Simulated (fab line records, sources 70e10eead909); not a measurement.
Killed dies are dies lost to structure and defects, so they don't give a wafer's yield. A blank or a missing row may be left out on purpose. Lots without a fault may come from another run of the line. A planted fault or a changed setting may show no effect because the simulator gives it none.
Chamber matching | flow nand_harc | NHARC_P_ZERO_WELL_DESCUM_13 on rie_diel-06: 4 sister chambers
The step chemistry O2, time 3 s. 14 wafers are shown with their chamber, then 7 later ones without.

WAFERS WITH THEIR CHAMBER
wafer  | chamber | showerhead_plenum_p_Torr (Torr) | drypump_motor_current_A (A) | rf_vpp_V (V)
L074.2 | 2       | 1.97                            | 5.0                         | 58.4
L074.3 | 3       | 1.87                            | 5.9                         | 56.9
L074.6 | 2       | 1.97                            | 5.0                         | 59.1
L075.2 | 3       | 1.87                            | 5.9                         | 57.0
L075.4 | 1       | 2.01                            | 5.8                         | 58.8
L075.5 | 2       | 1.97                            | 5.0                         | 59.2
L076.2 | 1       | 2.01                            | 5.7                         | 57.6
L076.5 | 0       | 1.92                            | 5.8                         | 57.5
L076.6 | 1       | 2.01                            | 5.8                         | 57.9
L078.1 | 3       | 1.87                            | 5.9                         | 58.1
L078.2 | 2       | 1.96                            | 5.0                         | 58.5
L078.4 | 0       | 1.92                            | 5.8                         | 58.2
L090.1 | 3       | 1.86                            | 5.9                         | 56.6
L090.2 | 0       | 1.91                            | 5.7                         | 57.8

SIGNATURES (means of the wafers above)
reading                  | chamber 0 | chamber 1 | chamber 2 | chamber 3 | scatter within a chamber
showerhead_plenum_p_Torr | 1.9167    | 2.0100    | 1.9675    | 1.8675    | 0.00465
drypump_motor_current_A  | 5.767     | 5.767     | 5.000     | 5.900     | 0.0365
rf_vpp_V                 | 57.833    | 58.100    | 58.800    | 57.150    | 0.531
Rule: a wafer's distance from a chamber is the root of the sum, over the readings, of the square of ((its reading less the chamber's mean) divided by the reading's scatter). The wafer belongs to the nearest chamber; if the next one is less than 2 further off, it can't be placed. The scatter: the root of (the sum of the squares of (reading less its chamber's mean) over the shown wafers, divided by (wafers less chambers)).

WAFERS WITHOUT THEIR CHAMBER
wafer  | showerhead_plenum_p_Torr (Torr) | drypump_motor_current_A (A) | rf_vpp_V (V)
L090.3 | 1.95                            | 5.0                         | 57.6
L093.2 | 1.95                            | 5.1                         | 58.3
L093.3 | 1.99                            | 5.8                         | 57.9
L093.4 | 1.86                            | 5.9                         | 58.0
L096.1 | 1.94                            | 5.0                         | 57.2
L096.3 | 1.99                            | 5.7                         | 57.7
L096.6 | 1.98                            | 5.8                         | 58.7

WHICH CHAMBER EACH WENT THROUGH
wafer  | from the rows above | in truth
L090.3 | 2                   | 2
L093.2 | 2                   | 2
L093.3 | 1                   | 1
L093.4 | 3                   | 3
L096.1 | 2                   | 2
L096.3 | 1                   | 1
L096.6 | 1                   | 1
Placed correctly: 7 of 7. Can't be placed from these rows: 0. Placed wrongly: 0.
